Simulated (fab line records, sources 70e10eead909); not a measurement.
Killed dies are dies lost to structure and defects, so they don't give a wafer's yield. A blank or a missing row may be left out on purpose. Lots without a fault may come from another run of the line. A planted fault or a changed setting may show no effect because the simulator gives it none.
A struck lot beside a sound one | flow nand_harc | 14 steps out of a route of 1159
Sound: wafers L290.1, L290.3, L290.6. Struck: wafers L303.3, L303.5, L303.6. The cause comes at the end.
At each step with rows: each side's tool, then ch and its chambers, then its first start. Under that, the readings that differ: sound wafers | struck wafers | difference of the means | sigmas: that difference in standard deviations of wafers without a fault.
alike: readings whose means differ by less than 2 such deviations, and words and numbers that are the same on both sides. not compared: withheld readings, readings that some wafer has no value for, bounds like >300 that may hide the same value, and numbers for which the record gives no deviation and whose values overlap.
The two part at a step that has a row with sigmas, a row that says differs or no value, or rows on one side only. Numbers that don't overlap but have no deviation are shown without sigmas and don't part them. A reading that every wafer of one side lacks parts them only if that side has two wafers or more.

first, 7 steps without rows for these wafers: NHARC_A_SLIT_HMDS_02 (time 30 s); NHARC_A_SLIT_COAT_03 (resist thk 90 nm); NHARC_A_SLIT_SOFTBAKE_04 (time 55 s); NHARC_A_SLIT_EBR_05; NHARC_A_SLIT_EXPOSE_06 (exposes mask SLIT); NHARC_A_SLIT_PEB_07 (peb time 65 s); NHARC_A_SLIT_DEVELOP_08 (develop time 35 s).
NHARC_A_SLIT_CD_MEAS_09: target cd 300 nm.
  sound on cd_sem-02 ch 0, day 15 07:20; struck on cd_sem-03 ch 0, day 18 03:15
  alike: cd_nm
NHARC_A_SLIT_OVL_MEAS_10:
  sound on overlay-02, day 15 07:26; struck on overlay-02, day 18 03:20
  reading           | sound       | struck         | difference | sigmas
  overlay_x_nm (nm) | 0.1 0.3 0.9 | -1.4 -0.9 -1.2 | -1.6       | -2
  alike: overlay_y_nm
NHARC_A_SLIT_INSPECT_11:
  sound on defect_inspect-02, day 15 07:28; struck on defect_inspect-02, day 18 03:22
  alike: raw_defect_count
NHARC_A_SLIT_DESCUM_14: chemistry O2, time 3 s.
  sound on rie_diel-01 ch 0,2, day 15 07:32; struck on rie_diel-01 ch 0,3, day 18 03:26
  reading                     | sound       | struck      | difference | sigmas
  drypump_motor_current_A (A) | 6.7 6.7 6.7 | 5.2 5.2 6.7 | -1.0       | -2
  alike: oes_product_au, rf_vpp_V, showerhead_plenum_p_Torr, throttle_valve_pct
  not compared: rf_hours_counter_h
NHARC_A_SLIT_ETCH_24: etches the open film in CF4/CHF3, target depth 121 nm, time 60.5 s.
  sound on rie_diel-01 ch 0,1, day 15 07:37; struck on rie_diel-01 ch 0,1,2, day 18 03:32
  alike: bias_w, drypump_motor_current_A, oes_product_au, rf_vpp_V, run_length_s, showerhead_plenum_p_Torr, throttle_valve_pct
  not compared: rf_hours_counter_h
NHARC_A_SLIT_ETCH_15: etches the open film in O2/COS, target depth 3200 nm, time 832 s.
  sound on rie_diel-01 ch 1,3, day 15 07:43; struck on rie_diel-01 ch 0,1,3, day 18 03:47
  reading                        | sound                  | struck                | difference                    | sigmas
  bias_w (W)                     | 299.0 298.3 298.2      | - - -                 | no value on the struck wafers |
  run_length_s (s)               | 852.7 853.1 852.7      | 675.7 675.5 675.6     | -177.2                        | -99 or more
  model.A_SLIT.cd_offset_nm (nm) | 0.04439 0.6154 -0.2154 | -1.013 -1.133 -0.5991 | -1.063                        |
  alike: drypump_motor_current_A, oes_product_au, rf_vpp_V, showerhead_plenum_p_Torr, throttle_valve_pct
  not compared: rf_hours_counter_h
NHARC_A_SLIT_ETCH_17: etches the open film in C4F8/O2/Ar, time 1687.5 s, target depth 10100 nm.
  sound on har_etch-01 ch 0,1, day 15 10:51; struck on har_etch-02 ch 0,1, day 18 04:57
  alike: drypump_motor_current_A, run_length_s, showerhead_plenum_p_Torr, throttle_valve_pct
  not compared: rf_hours_counter_h

WHERE THEY PART
First at NHARC_A_SLIT_OVL_MEAS_10; last, within this record, at NHARC_A_SLIT_ETCH_15. Later steps at which nothing parts them and some readings are alike: NHARC_A_SLIT_ETCH_17.

WHY: what the simulator had put in
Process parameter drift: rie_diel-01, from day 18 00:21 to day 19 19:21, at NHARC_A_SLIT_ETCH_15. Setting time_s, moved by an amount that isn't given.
